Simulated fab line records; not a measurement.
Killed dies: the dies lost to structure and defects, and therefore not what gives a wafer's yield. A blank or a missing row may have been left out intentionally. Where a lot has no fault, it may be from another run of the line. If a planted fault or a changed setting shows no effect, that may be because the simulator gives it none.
Lot-split experiment :: flow n5 finfet :: on a route of 1938 steps: 7 lots, 21 wafers read

## SPLIT DETAILS
At N5_DUMMY_GATE_EXPOSE_12 (exposes mask GATE, target cd 25 nm), the setting dose mj was moved away from the recipe's 34 on 9 of the 21 wafers read, by -6.0% to +4.2%. All remaining wafers had this setting at the recipe value.

## FROM THE SPLIT TO THE READING: what the file shows between them, 2 steps
- N5_DUMMY_GATE_PEB_13: peb time 60 s
- N5_DUMMY_GATE_DEVELOP_14: develop time 30 s

## THE READING
cd nm (nm) at N5_DUMMY_GATE_CD_MEAS_15, where the cd target is 25.8 nm. A value of 25.06 nm with a standard deviation of 0.25 nm is what fault-free wafers of this fab line usually give.

wafer: L075.2
tool, chamber at the split: euv scanner-02, 0
dose mj as run: 34
against the recipe: recipe
cd nm, nm: 24.91
against lot-mates on the recipe: -

wafer: L075.3
tool, chamber at the split: euv scanner-02, 0
dose mj as run: 32.01
against the recipe: -5.9%
cd nm, nm: 25.91
against lot-mates on the recipe: +1.00

wafer: L075.5
tool, chamber at the split: euv scanner-02, 0
dose mj as run: 32.01
against the recipe: -5.9%
cd nm, nm: 26.20
against lot-mates on the recipe: +1.29

wafer: L077.1
tool, chamber at the split: euv scanner-02, 0
dose mj as run: 34
against the recipe: recipe
cd nm, nm: 24.70
against lot-mates on the recipe: -

wafer: L077.2
tool, chamber at the split: euv scanner-02, 0
dose mj as run: 32.43
against the recipe: -4.6%
cd nm, nm: 25.73
against lot-mates on the recipe: +1.09

wafer: L077.3
tool, chamber at the split: euv scanner-02, 0
dose mj as run: 34
against the recipe: recipe
cd nm, nm: 24.58
against lot-mates on the recipe: -

wafer: L081.3
tool, chamber at the split: euv scanner-01, 0
dose mj as run: 34
against the recipe: recipe
cd nm, nm: 25.16
against lot-mates on the recipe: -

wafer: L081.5
tool, chamber at the split: euv scanner-01, 0
dose mj as run: 33.12
against the recipe: -2.6%
cd nm, nm: 25.93
against lot-mates on the recipe: +0.84

wafer: L081.6
tool, chamber at the split: euv scanner-01, 0
dose mj as run: 34
against the recipe: recipe
cd nm, nm: 25.01
against lot-mates on the recipe: -

wafer: L085.1
tool, chamber at the split: euv scanner-01, 0
dose mj as run: 34.82
against the recipe: +2.4%
cd nm, nm: 24.72
against lot-mates on the recipe: -0.78

wafer: L085.3
tool, chamber at the split: euv scanner-01, 0
dose mj as run: 34.82
against the recipe: +2.4%
cd nm, nm: 24.65
against lot-mates on the recipe: -0.85

wafer: L085.4
tool, chamber at the split: euv scanner-01, 0
dose mj as run: 34
against the recipe: recipe
cd nm, nm: 25.50
against lot-mates on the recipe: -

wafer: L090.2
tool, chamber at the split: euv scanner-01, 0
dose mj as run: 34
against the recipe: recipe
cd nm, nm: 24.99
against lot-mates on the recipe: -

wafer: L090.4
tool, chamber at the split: euv scanner-01, 0
dose mj as run: 34
against the recipe: recipe
cd nm, nm: 25.59
against lot-mates on the recipe: -

wafer: L090.6
tool, chamber at the split: euv scanner-01, 0
dose mj as run: 34
against the recipe: recipe
cd nm, nm: 25.07
against lot-mates on the recipe: -

wafer: L092.1
tool, chamber at the split: euv scanner-02, 0
dose mj as run: 31.97
against the recipe: -6.0%
cd nm, nm: 26.16
against lot-mates on the recipe: +1.04

wafer: L092.4
tool, chamber at the split: euv scanner-02, 0
dose mj as run: 34
against the recipe: recipe
cd nm, nm: 24.99
against lot-mates on the recipe: -

wafer: L092.6
tool, chamber at the split: euv scanner-02, 0
dose mj as run: 34
against the recipe: recipe
cd nm, nm: 25.25
against lot-mates on the recipe: -

wafer: L097.1
tool, chamber at the split: euv scanner-02, 0
dose mj as run: 35.42
against the recipe: +4.2%
cd nm, nm: 24.20
against lot-mates on the recipe: -0.38

wafer: L097.2
tool, chamber at the split: euv scanner-02, 0
dose mj as run: 34
against the recipe: recipe
cd nm, nm: 24.58
against lot-mates on the recipe: -

wafer: L097.3
tool, chamber at the split: euv scanner-02, 0
dose mj as run: 35.42
against the recipe: +4.2%
cd nm, nm: 24.56
against lot-mates on the recipe: -0.02

FIT RESULTS
A straight line over all 21 wafers: cd nm changes by -0.173 nm for each +1% of dose mj; r = -0.88; the points scatter about the line by 0.28 nm.
The same after taking each lot's own level away (the mean of its wafers on the recipe; 21 wafers): -0.178 nm for each +1%; r = -0.89; scatter 0.28 nm.
The reading moves by 1.1 nm for the largest change in dose mj, on that fit.
From 24.580 to 25.500 nm: that is the span of the lots' own levels, equal to 3.7 times the standard deviation above.
So the lot-to-lot level changes the slope little: the two slopes agree.
Check: for one of the wafers moved furthest among these (-6.0%), held out of the fit, the line's prediction against its lot-mates is +1.14 nm. Against them it came out at +1.04 nm.

## THE WHOLE CHAIN: every reading that the file lists as answering this split, in the file's order
step: N5_DUMMY_GATE_CD_MEAS_15
what it does: target cd 25.8 nm
reading: cd nm
change (the file's fit): -0.189 nm for each +1% of the setting
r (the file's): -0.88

step: N5_DUMMY_GATE_TRIM_49
what it does: chemistry O2, time 29 s, target cd 14 nm
reading: DUMMY_GATE.cd nm (the simulator's own value, which no gauge read)
change (the file's fit): -0.19 nm for each +1% of the setting
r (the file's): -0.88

## THE FILE'S OWN FIT
cd nm changes by -0.189 nm for each +1% of dose mj, r = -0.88.
